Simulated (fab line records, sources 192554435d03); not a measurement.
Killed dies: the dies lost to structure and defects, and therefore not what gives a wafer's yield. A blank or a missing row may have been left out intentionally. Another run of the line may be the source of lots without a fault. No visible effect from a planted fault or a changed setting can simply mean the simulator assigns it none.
Matching of chambers	flow n5-finfet	4 sister chambers for N5_DUMMY_REMOVAL_HM_STRIP_01 on rie-diel-06
The step strips SiNx in CH3F/O2, stops on poly-Si, target depth 4 nm, time 6.8 s. 4 wafers are shown with their chamber, then 12 later ones without.

WAFERS WITH THEIR CHAMBER
wafer	chamber	drypump-motor-current-A (A)
L085.3	3	5.1
L090.2	2	5.8
L093.1	1	5.7
L093.6	0	5.4

WAFERS WITH NO CHAMBER GIVEN
wafer	drypump-motor-current-A (A)
L094.1	5.7
L094.2	5.8
L094.3	5.4
L095.2	5.8
L095.3	5.4
L095.6	5.2
L096.4	5.7
L096.5	5.1
L096.6	5.9
L097.1	5.1
L097.3	5.7
L097.6	5.2

THE CHAMBER EACH PASSED THROUGH
wafer	from the rows above	in truth
L094.1	can't be placed: 1 or 2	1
L094.2	can't be placed: 2 or 1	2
L094.3	0	0
L095.2	can't be placed: 2 or 1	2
L095.3	0	0
L095.6	can't be placed: 3 or 0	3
L096.4	can't be placed: 1 or 2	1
L096.5	3	3
L096.6	can't be placed: 2 or 1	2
L097.1	3	3
L097.3	can't be placed: 1 or 2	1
L097.6	can't be placed: 3 or 0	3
4 of 12 placed correctly. Not placeable from these rows: 8 (in 8, the candidates include the true chamber). Number placed wrongly: 0.
How it was worked out, from the rows above alone: a wafer's distance from a chamber is the root of the sum, over the readings, of the square of ((its reading less the chamber's mean) divided by the reading's scatter). The wafer belongs to the nearest chamber; if the next one is less than 2 further off, it can't be placed. For every chamber, the mean is computed from those of its wafers that are shown. The scatter (one wafer shown for each chamber): square how far every hidden wafer sits from the nearest shown wafer, average those squares and take the square root.
